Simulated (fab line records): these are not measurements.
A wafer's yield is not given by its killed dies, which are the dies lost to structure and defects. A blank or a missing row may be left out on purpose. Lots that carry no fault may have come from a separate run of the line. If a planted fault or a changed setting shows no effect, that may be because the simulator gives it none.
Chamber matching || flow nand harc || rie diel-06 running NHARC_A_BONDPAD_DESCUM_11: 4 sister chambers
The step chemistry O2, time 3 s. 7 wafers are shown with their chamber, then 7 later ones without.

WAFERS PAIRED WITH THEIR CHAMBERS
{"wafer": "L641.3", "chamber": 0, "drypump motor current A (A)": 5.6, "oes product au (a.u.)": 0.992}
{"wafer": "L648.5", "chamber": 2, "drypump motor current A (A)": 6.1, "oes product au (a.u.)": 0.999}
{"wafer": "L651.4", "chamber": 1, "drypump motor current A (A)": 5.2, "oes product au (a.u.)": 1.003}
{"wafer": "L651.5", "chamber": 2, "drypump motor current A (A)": 6.2, "oes product au (a.u.)": 0.996}
{"wafer": "L651.6", "chamber": 3, "drypump motor current A (A)": 6.5, "oes product au (a.u.)": 1.000}
{"wafer": "L656.1", "chamber": 3, "drypump motor current A (A)": 6.4, "oes product au (a.u.)": 1.000}
{"wafer": "L656.3", "chamber": 1, "drypump motor current A (A)": 5.1, "oes product au (a.u.)": 1.017}

WAFERS WITHOUT THEIR CHAMBER
{"wafer": "L656.6", "drypump motor current A (A)": 6.1, "oes product au (a.u.)": 1.001}
{"wafer": "L660.1", "drypump motor current A (A)": 5.6, "oes product au (a.u.)": 0.994}
{"wafer": "L660.4", "drypump motor current A (A)": 6.1, "oes product au (a.u.)": 0.999}
{"wafer": "L660.5", "drypump motor current A (A)": 6.1, "oes product au (a.u.)": 1.013}
{"wafer": "L662.2", "drypump motor current A (A)": 5.2, "oes product au (a.u.)": 1.005}
{"wafer": "L662.4", "drypump motor current A (A)": 6.4, "oes product au (a.u.)": 1.005}
{"wafer": "L662.5", "drypump motor current A (A)": 6.1, "oes product au (a.u.)": 0.991}

EACH ONE'S CHAMBER
{"wafer": "L656.6", "from the rows above": 2, "in truth": 2}
{"wafer": "L660.1", "from the rows above": 0, "in truth": 0}
{"wafer": "L660.4", "from the rows above": 2, "in truth": 2}
{"wafer": "L660.5", "from the rows above": 2, "in truth": 2}
{"wafer": "L662.2", "from the rows above": 1, "in truth": 1}
{"wafer": "L662.4", "from the rows above": 3, "in truth": 3}
{"wafer": "L662.5", "from the rows above": 2, "in truth": 2}
7 of 7 placed correctly. Number that these rows cannot place: 0. Number placed wrongly: 0.
How it was worked out, from the rows above alone: a wafer's distance from a chamber is the root of the sum, over the readings, of the square of ((its reading less the chamber's mean) divided by the reading's scatter). The wafer belongs to the nearest chamber; if the next one is less than 2 further off, it can't be placed. For every chamber, the mean is computed from those of its wafers that are shown. The scatter: take each reading less its chamber's mean, square it, sum over the shown wafers, divide by the number of wafers less the number of chambers, and take the root.
